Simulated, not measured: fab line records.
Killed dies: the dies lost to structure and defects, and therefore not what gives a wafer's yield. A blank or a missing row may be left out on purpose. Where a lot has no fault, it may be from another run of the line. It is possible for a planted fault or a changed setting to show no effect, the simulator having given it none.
fab line records	flow nand_harc
record lots=12	wafers=36	last_day=33
route steps=1302 shown A_STAIRCASE@832
lots that met no fault: from a run of the same line without faults
start_h: start of the lot's first displayed wafer, in hours after the record's first day	wait_h: hours elapsed since this lot's preceding step	" as in the row above	L1.1+2: several wafers, shown together as one row	- either no value or no given start	* or withheld: withheld	< > ~ a bound
route shown NAME@n: a module of which the file shows steps, and the number in the route of the first	usual: mean/standard deviation taken from wafers without a fault	same: alike in all rows	chamber/n: place in a boat	sites: readings site by site	_std_site: the values' standard deviation	_edge_site: the outer-site mean with the inner-site mean subtracted	radius_mm: for every site, how far away it sits from the centre of the wafer	mask NAME#n: copy n	behind: the last tool/chamber to shape the wafer	hold: reason for holding the lot/hours on hold/outcome of the hold	device: names the non-switching transistor (n, p or np)	end of line: the route-end tests of the same wafers	a step given without rows: its recipe and nothing more	killed: count of dies lost to structure and defects at first sort (not the wafer's yield)	map: the dies of a wafer, with x for killed, . for not killed, _ for no die there
set.NAME: setting as actually run; set.NAME@STEP: the setting as run at that earlier step	model.NAME: the simulator's own value behind a step, which no gauge read
one table for each step of the route and one row for each wafer, over a sample of lots
services: from which hour (start_h, from the record's first day; less than 0 if before it) a tool's chamber was out of use, for how many hours, and why
## steps
# step NHARC_A_STAIRCASE_HM_OPEN_463
# recipe o2_flow_sccm=400	cos_flow_sccm=20	ar_flow_sccm=0	rf_w=500	bias_w=300	chemistry=O2/COS
# usual drypump_motor_current_A=5.8/0.49	oes_product_au=1.001/0.0083	rf_vpp_V=467/3.5	showerhead_plenum_p_Torr=3.11/0.16	throttle_valve_pct=28.330/0.009
lot.wafer	tool	chamber	start_h	wait_h	drypump_motor_current_A	oes_product_au	rf_hours_counter_h	rf_vpp_V	showerhead_plenum_p_Torr	throttle_valve_pct
L571.1	rie_diel-08	3	-	-	6.2	1.015	1	463	2.93	28.329
L571.3	"	0	"	"	4.9	0.995	3	463	2.91	28.339
L571.5	"	3	"	"	6.2	1.002	-	464	2.93	28.334
L572.3	rie_diel-08	3	-	-	6.2	1.005	8	464	2.93	28.333
L572.4	"	0	"	"	4.9	0.998	11	462	2.90	28.341
L572.2	"	1	"	"	6.2	1.010	10	466	3.14	28.326
L573.1	rie_diel-08	0	-	-	4.9	0.982	13	463	2.90	28.340
L573.3	"	2	"	"	5.4	0.995	10	465	3.03	28.325
L573.4	"	3	"	"	6.2	1.003	10	462	2.93	28.337
L574.2	rie_diel-02	3	-	-	6.6	0.988	3	473	3.35	28.343
L574.1	"	0	"	"	5.8	1.011	13	470	3.31	28.331
L574.6	"	2	"	"	6.0	0.994	-	466	3.02	28.337
L577.1	rie_diel-09	0	-	-	5.3	1.000	34	465	2.98	28.328
L577.4	"	3	"	"	6.4	1.004	37	464	2.92	28.318
L577.5	"	0	"	"	5.2	1.003	-	464	2.98	28.326
L578.3	rie_diel-09	3	-	-	6.4	1.003	43	463	2.92	28.320
L578.2	"	1	"	"	5.8	0.996	46	470	3.29	28.330
L578.6	"	3	"	"	6.4	1.002	-	465	2.92	28.333
L580.3	rie_diel-02	3	-	-	6.6	1.000	15	472	3.34	28.336
L580.1	"	1	"	"	6.2	1.008	28	466	3.11	28.322
L580.5	"	3	"	"	6.6	1.001	-	470	3.34	28.321
L582.2	rie_diel-08	0	-	-	4.9	0.996	40	463	2.89	28.316
L582.3	"	1	"	"	6.2	1.005	36	468	3.13	28.328
L582.6	"	3	"	"	6.2	1.006	-	463	2.91	28.331
L583.1	rie_diel-08	3	-	-	6.2	1.009	47	461	2.91	28.332
L583.3	"	1	"	"	6.2	0.999	46	467	3.12	28.319
L583.4	"	2	"	"	5.4	1.004	46	465	3.01	28.327
L584.2	rie_diel-08	1	-	-	6.2	0.998	47	469	3.12	28.317
L584.1	"	2	"	"	5.4	1.013	46	465	3.01	28.346
L584.6	"	1	"	"	6.2	1.006	-	466	3.12	28.337
L592.1	rie_diel-08	2	-	-	5.4	0.992	8	464	3.00	28.340
L592.3	"	1	"	"	6.2	1.001	10	468	3.11	28.322
L592.5	"	2	"	"	5.4	0.984	-	463	3.00	28.335
L594.4	rie_diel-08	0	-	-	4.9	0.976	16	471	3.36	28.333
L594.3	"	1	"	"	6.2	0.997	14	467	3.11	28.321
L594.1	"	3	"	"	6.3	0.989	16	471	3.36	28.327
# step NHARC_A_STAIRCASE_STRIP_316
# recipe o2_flow_sccm=500	ar_flow_sccm=0	bias_w=0	chemistry=O2
# usual drypump_motor_current_A=5.8/0.51	oes_product_au=1.003/0.0086	rf_vpp_V=57.7/0.95	showerhead_plenum_p_Torr=3.52/0.18	throttle_valve_pct=17.036/0.01
lot.wafer	tool	chamber	start_h	wait_h	drypump_motor_current_A	oes_product_au	rf_hours_counter_h	rf_vpp_V	showerhead_plenum_p_Torr	throttle_valve_pct
L571.3	rie_diel-08	1	-	-	6.2	0.998	3	56.3	3.55	17.041
L571.1	"	2	"	"	5.4	0.997	3	58.1	3.43	17.039
L571.5	"	3	"	"	6.2	1.006	-	58.5	3.32	17.025
L572.4	rie_diel-08	1	-	-	6.2	1.007	10	56.7	3.55	17.020
L572.3	"	2	"	"	5.4	0.997	8	57.1	3.42	17.045
L572.2	"	3	"	"	6.2	1.003	9	58.3	3.31	17.043
L573.4	rie_diel-08	3	-	-	6.2	1.015	10	56.2	3.31	17.027
L573.3	"	0	"	"	4.9	0.989	13	55.6	3.28	17.054
L573.1	"	1	"	"	6.2	1.010	12	57.1	3.55	17.034
L574.2	rie_diel-02	2	-	-	6.0	0.995	14	58.4	3.42	17.046
L574.1	"	1	"	"	6.1	1.010	14	58.1	3.53	17.032
L574.6	"	2	"	"	6.0	1.001	-	57.6	3.41	17.043
L577.1	rie_diel-09	2	-	-	5.3	1.011	41	56.7	3.75	17.039
L577.4	"	3	"	"	6.4	1.012	37	57.5	3.30	17.039
L577.5	"	3	"	"	6.4	1.009	-	56.7	3.30	17.031
L578.3	rie_diel-09	0	-	-	5.2	0.998	42	57.3	3.37	17.028
L578.2	"	1	"	"	5.8	0.990	46	59.0	3.72	17.034
L578.6	"	0	"	"	5.3	1.000	-	56.0	3.37	17.017
L580.1	rie_diel-02	3	-	-	6.6	1.000	15	59.3	3.77	17.032
L580.3	"	1	"	"	6.1	1.004	28	58.0	3.52	17.020
L580.5	"	0	"	"	5.8	1.009	-	59.7	3.73	17.027
L582.2	rie_diel-08	2	-	-	5.4	1.023	40	57.4	3.41	17.043
L582.3	"	3	"	"	6.2	1.002	41	56.3	3.30	17.045
L582.6	"	1	"	"	6.2	1.016	-	58.1	3.53	17.044
L583.1	rie_diel-08	1	-	-	6.2	0.999	47	58.1	3.53	17.030
L583.3	"	2	"	"	5.4	1.004	46	58.2	3.40	17.020
L583.4	"	3	"	"	6.2	1.013	48	57.9	3.29	17.034
L584.2	rie_diel-08	3	-	-	6.2	1.008	48	57.5	3.29	17.053
L584.1	"	0	"	"	4.9	1.003	52	56.1	3.26	17.032
L584.6	"	1	"	"	6.2	1.011	-	57.5	3.53	17.033
L592.1	rie_diel-08	2	-	-	5.4	0.986	9	56.2	3.39	17.028
L592.3	"	3	"	"	6.3	1.000	9	58.3	3.80	17.030
L592.5	"	1	"	"	6.2	0.997	-	57.7	3.52	17.047
L594.1	rie_diel-08	0	-	-	4.9	0.981	16	57.9	3.80	17.042
L594.4	"	1	"	"	6.2	1.003	14	58.9	3.51	17.019
L594.3	"	2	"	"	5.4	0.985	15	58.5	3.39	17.021
# step NHARC_A_STAIRCASE_DEP_325
# recipe target_thk_a=72000	temp_c=400	target_thk_nm=7200	teos_flow_sccm=200	rf_w=500	material=SiO2
# usual heater_power_w=627/100	rf_fwd_power_W=499.6/1.4
lot.wafer	tool	chamber	start_h	wait_h	heater_power_w	rf_fwd_power_W
L571.3	pecvd-03	1	419.66	0.2	590	497.0
L571.1	"	2	"	"	671	498.9
L571.5	"	0	"	"	655	498.8
L573.1	pecvd-03	1	438.36	0.1	530	497.9
L573.3	"	0	"	"	729	498.8
L573.4	"	1	"	"	478	498.7
L572.3	pecvd-02	2	438.36	0.1	872	500.7
L572.2	"	1	"	"	641	500.0
L572.4	"	0	"	"	490	500.7
L574.2	pecvd-03	0	465.72	0.2	791	500.1
L574.1	"	1	"	"	595	497.3
L574.6	"	2	"	"	591	502.4
L577.1	pecvd-02	0	465.82	0.3	592	499.7
L577.4	"	2	"	"	722	498.6
L577.5	"	0	"	"	498	499.9
L578.2	pecvd-02	2	488.18	0.1	889	500.7
L578.3	"	1	"	"	635	499.8
L578.6	"	0	"	"	489	499.2
L580.3	pecvd-03	1	510.59	0.1	606	500.1
L580.1	"	0	"	"	817	502.5
L580.5	"	1	"	"	484	500.8
L582.3	pecvd-03	2	535.34	0.1	685	498.5
L582.2	"	0	"	"	787	498.4
L582.6	"	1	"	"	481	499.9
L583.1	pecvd-03	2	546.24	0.2	691	502.6
L583.3	"	0	"	"	710	497.8
L583.4	"	2	"	"	605	499.9
L584.1	pecvd-02	0	546.25	0.2	603	500.1
L584.2	"	1	"	"	631	500.3
L584.6	"	0	"	"	492	499.9
L592.1	pecvd-03	2	636.87	0.2	666	559.1
L592.3	"	0	"	"	746	559.7
L592.5	"	1	"	"	480	558.8
L594.3	pecvd-03	1	653.08	0.2	482	562.2
L594.1	"	2	"	"	632	559.3
L594.4	"	0	"	"	645	559.0
# step NHARC_A_STAIRCASE_STRIP_446
# recipe power_w=1500	temp_c=250	chemistry=O2
# usual drypump_motor_current_A=6.0/0.38	heater_power_w=314/26
lot.wafer	tool	chamber	start_h	wait_h	drypump_motor_current_A	heater_power_w	rf_hours_counter_h
L571.1	plasma_asher-01	0	435.17	0.0	6.2	329	18
L571.3	"	1	"	"	5.7	319	-
L571.5	"	1	"	"	5.7	326	-
L572.2	plasma_asher-02	0	451.31	0.0	6.4	340	3
L572.4	"	0	"	"	6.4	329	-
L572.3	"	1	"	"	5.6	274	-
L573.1	plasma_asher-02	0	451.59	0.2	6.5	333	4
L573.4	"	0	"	"	6.4	336	-
L573.3	"	1	"	"	5.6	269	-
L574.1	plasma_asher-02	1	481.95	0.0	5.5	271	10
L574.2	"	0	"	"	6.4	340	10
L574.6	"	0	"	"	6.4	341	-
L577.1	plasma_asher-02	0	482.24	0.2	6.4	336	10
L577.4	"	1	"	"	5.5	279	-
L577.5	"	1	"	"	5.6	278	-
L578.2	plasma_asher-01	0	503.28	0.1	6.2	323	32
L578.3	"	1	"	"	5.7	317	-
L578.6	"	1	"	"	5.7	324	-
L580.1	plasma_asher-02	1	526.30	0.1	5.6	274	20
L580.3	"	0	"	"	6.4	337	-
L580.5	"	1	"	"	5.5	263	-
L582.2	plasma_asher-02	1	549.24	0.1	5.6	271	26
L582.3	"	0	"	"	6.4	325	-
L582.6	"	0	"	"	6.4	333	-
L584.1	plasma_asher-02	1	558.45	0.0	5.5	271	27
L584.2	"	0	"	"	6.4	340	27
L584.6	"	0	"	"	6.4	336	-
L583.1	plasma_asher-01	0	558.49	0.0	6.2	343	7
L583.4	"	0	"	"	6.2	337	-
L583.3	"	1	"	"	5.7	329	-
L592.1	plasma_asher-02	1	651.87	0.0	5.6	283	8
L592.3	"	0	"	"	6.5	329	-
L592.5	"	1	"	"	5.5	285	-
L594.1	plasma_asher-01	0	665.86	0.1	6.2	338	30
L594.3	"	1	"	"	5.7	326	-
L594.4	"	0	"	"	6.2	334	-
## services
tool	chamber	start_h	hours	kind
pecvd-03	-	366.00	13.0	pm
rie_diel-08	-	367.86	9.0	pm
pecvd-03	-	379.56	1.1	repair
rie_diel-08	3	380.36	3.6	repair
rie_diel-02	-	395.90	9.0	pm
pecvd-02	-	408.10	13.0	pm
rie_diel-02	3	411.54	20.9	repair
plasma_asher-02	-	425.34	1.0	repair
plasma_asher-02	-	426.37	9.0	pm
rie_diel-09	-	456.73	0.4	repair
pecvd-03	-	463.29	1.2	repair
rie_diel-09	0	463.90	4.9	repair
rie_diel-09	-	497.16	9.0	pm
plasma_asher-01	-	506.22	1.1	repair
pecvd-02	2	510.33	12.8	repair
pecvd-02	0	514.61	11.8	repair
plasma_asher-01	-	519.08	9.0	pm
pecvd-03	-	547.00	13.0	pm
rie_diel-08	-	547.65	9.0	pm
rie_diel-02	-	572.90	9.0	pm
pecvd-03	-	595.11	0.5	repair
rie_diel-08	1	600.69	6.9	repair
plasma_asher-02	-	603.37	9.0	pm
plasma_asher-02	-	618.41	0.4	repair
## key
first_sign step=NHARC_A_STAIRCASE_DEP_325	reading=rf_fwd_power_W	direction=up	sigmas=42	usual=*	struck=*
effect none on later readings
met_at NHARC_A_STAIRCASE_DEP_325
struck_lots L592,L594
tester_left_out L592,L594
not_acting_at NHARC_A_STAIRCASE_HM_OPEN_463,NHARC_A_STAIRCASE_STRIP_316,NHARC_A_STAIRCASE_STRIP_446
onset_between 546.24 636.87
fault kind=process_parameter_drift	tool=pecvd-03	chamber=-	onset_h=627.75	steps=NHARC_A_STAIRCASE_DEP_325	channel=rf_w	offset=*	shape=step	end_h=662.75	acts_in=*	stated=*
# tester_left_out: of these lots the tester's yield and bins aren't shown, on N5 and GAA mostly nor the transistor test; their killed dies are dies lost to structure and defects alone, not to doping, threshold or leakage, so they don't give the yield
